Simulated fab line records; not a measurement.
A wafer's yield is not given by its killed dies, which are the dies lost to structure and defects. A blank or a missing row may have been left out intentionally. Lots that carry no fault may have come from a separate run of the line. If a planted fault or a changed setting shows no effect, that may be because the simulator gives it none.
Which tool was responsible? | flow n5 finfet | 12 lots (36 wafers sampled), 1 step of a 1938-step route

## WHAT EACH GAUGE READ, for each wafer
N5_BEOL_M14_CD_MEAS_28 targets a cd of 284.4 nm.
lot  | measured     | on        | cd nm (nm)
L075 | day 10 21:04 | cd sem-02 | 284.8 286.8 287.6
L077 | day 11 21:30 | cd sem-03 | 283.8 280.0 284.7
L081 | day 12 14:47 | cd sem-03 | 286.1 284.5 287.2
L080 | day 12 23:05 | cd sem-03 | 282.8 284.0 283.5
L083 | day 13 22:28 | cd sem-03 | 285.2 285.7 285.7
L085 | day 14 09:38 | cd sem-02 | 285.7 281.8 283.2
L088 | day 14 17:10 | cd sem-02 | 284.5 283.5 283.9
L089 | day 15 01:40 | cd sem-02 | 285.7 284.9 285.6
L090 | day 15 10:45 | cd sem-01 | 286.6 286.5 286.0
L092 | day 16 08:19 | cd sem-03 | 284.0 282.5 283.6
L094 | day 16 12:20 | cd sem-03 | 284.7 283.4 281.6
L096 | day 16 17:08 | cd sem-01 | 287.0 286.9 287.6

## TOOL THAT RAN EACH LOT (tool first, then ch and the chambers of the sampled wafers, then the start)
Before these readings, the record contains no process step.

## THE ANSWER, worked out from the rows above alone
Rule: usual is defined by the lots themselves. The widest of any qualifying gaps counts: lots, ordered by their means at a reading, are off when they make up no more than a third of the lots, leave a main group of 4 or more, and stand apart from it by 3 or more times the standard deviation of that group's means. A main group whose means are all the same, to the digits that the tables above print for the reading, isn't used. A lot without any number at a reading at which 4 lots or more have one is off too. The other lots that the step has rows for count as sound.
None of the lots is off at any reading shown; this tells nothing.

## WHAT THE SIMULATOR HAD INSERTED
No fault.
